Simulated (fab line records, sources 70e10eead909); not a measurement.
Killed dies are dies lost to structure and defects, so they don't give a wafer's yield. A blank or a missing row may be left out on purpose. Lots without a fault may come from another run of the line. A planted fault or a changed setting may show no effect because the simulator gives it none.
A struck lot beside a sound one | flow nand_harc | 14 steps out of a route of 1302
Sound: wafers L841.2, L841.5, L841.6. Struck: wafers L851.1, L851.5. (L851.2 of the same lot was not struck and is left out.) The cause comes at the end.
At each step with rows: each side's tool, then ch and its chambers, then its first start. Under that, the readings that differ: sound wafers | struck wafers | difference of the means | sigmas: that difference in standard deviations of wafers without a fault.
alike: readings whose means differ by less than 2 such deviations, and words and numbers that are the same on both sides. not compared: withheld readings, readings that some wafer has no value for, bounds like >300 that may hide the same value, and numbers for which the record gives no deviation and whose values overlap.
The two part at a step that has a row with sigmas, a row that says differs or no value, or rows on one side only. Numbers that don't overlap but have no deviation are shown without sigmas and don't part them. A reading that every wafer of one side lacks parts them only if that side has two wafers or more.

first, 3 steps without rows for these wafers: NHARC_A_CHANNEL_HOLE_D1_STRIP_41 (strips in N2/H2); NHARC_A_CHANNEL_HOLE_D1_STRIP_42 (strips in CF4/CHF3); NHARC_A_CHANNEL_HOLE_D1_STRIP_43 (strips in O2/COS).
NHARC_A_CHANNEL_HOLE_D1_ETCH_44: etches the open film in CF4/O2, target depth 140 nm, overetch 14 nm, time 77 s.
  sound on rie_diel-12 ch 1,3, day 9 05:05; struck on rie_diel-12 ch 3, day 13 21:55
  reading                | sound                | struck        | difference | sigmas
  throttle_valve_pct (%) | 13.391 13.393 13.385 | 13.419 13.399 | +0.019     | +2
  alike: chamber_pressure_mTorr, drypump_motor_current_A, o2_flow_sccm, oes_o_777_au, oes_product_au, rf_vpp_V, showerhead_plenum_p_Torr
  not compared: rf_hours_counter_h
NHARC_A_CHANNEL_HOLE_D1_STRIP_27: strips in O2.
  sound on rie_diel-12 ch 1,3; struck on rie_diel-12 ch 0,1
  alike: chamber_pressure_mTorr, drypump_motor_current_A, o2_flow_sccm, oes_product_au, rf_vpp_V, showerhead_plenum_p_Torr, throttle_valve_pct
  not compared: rf_hours_counter_h
then, 2 steps without rows for these wafers: NHARC_A_CHANNEL_HOLE_D1_PRECLEAN_28 (cleans in SC1); NHARC_A_CHANNEL_HOLE_D1_SRD_29.
NHARC_A_CHANNEL_HOLE_D1_CD_MEAS_30:
  sound on cd_sem-02, day 9 05:59; struck on cd_sem-02, day 13 22:45
  alike: cd_nm
NHARC_A_CHANNEL_HOLE_D1_XSEM_31:
  sound on xsem-01 ch 0, day 9 06:05; struck on xsem-01 ch 0, day 13 22:50
  reading            | sound          | struck    | difference | sigmas
  tilt_deg (degrees) | 0.09 0.09 0.09 | 0.01 0.00 | -0.08      | -2
  alike: bot_cd_nm, bow_nm
NHARC_A_CHANNEL_HOLE_D1_INSPECT_40:
  sound on defect_inspect-01, day 9 06:11; struck on defect_inspect-01, day 13 22:56
  alike: raw_defect_count
then, 2 steps without rows for these wafers: NHARC_A_CHANNEL_FILL_D1_PRECLEAN_00 (cleans in SC1); NHARC_A_CHANNEL_FILL_D1_SRD_01.
NHARC_A_CHANNEL_FILL_D1_ALD_02: deposits SiO2, target thk 6 nm, pulse time 10 s, ald cycles 60.
  sound on ald_hk-03 ch 0,1, day 9 06:26; struck on ald_hk-03 ch 2,3, day 13 23:07
  reading    | sound    | struck | difference | sigmas
  ald_cycles | 60 60 60 | 73 73  | +13        |
  alike: heater_power_w, precursor_pulse_height_rel
NHARC_A_CHANNEL_FILL_D1_ALD_03: deposits SiNx, target thk 6 nm, pulse time 60 s, ald cycles 58.
  sound on ald_sin_batch-02 ch 0; struck on ald_sin_batch-03 ch 0
  alike: precursor_pulse_height_rel
  not compared: ald_cycles

WHERE THEY PART
First at NHARC_A_CHANNEL_HOLE_D1_ETCH_44; last, within this record, at NHARC_A_CHANNEL_HOLE_D1_XSEM_31. Later steps at which nothing parts them and some readings are alike: NHARC_A_CHANNEL_HOLE_D1_INSPECT_40, NHARC_A_CHANNEL_FILL_D1_ALD_02, NHARC_A_CHANNEL_FILL_D1_ALD_03.

WHY: what the simulator had put in
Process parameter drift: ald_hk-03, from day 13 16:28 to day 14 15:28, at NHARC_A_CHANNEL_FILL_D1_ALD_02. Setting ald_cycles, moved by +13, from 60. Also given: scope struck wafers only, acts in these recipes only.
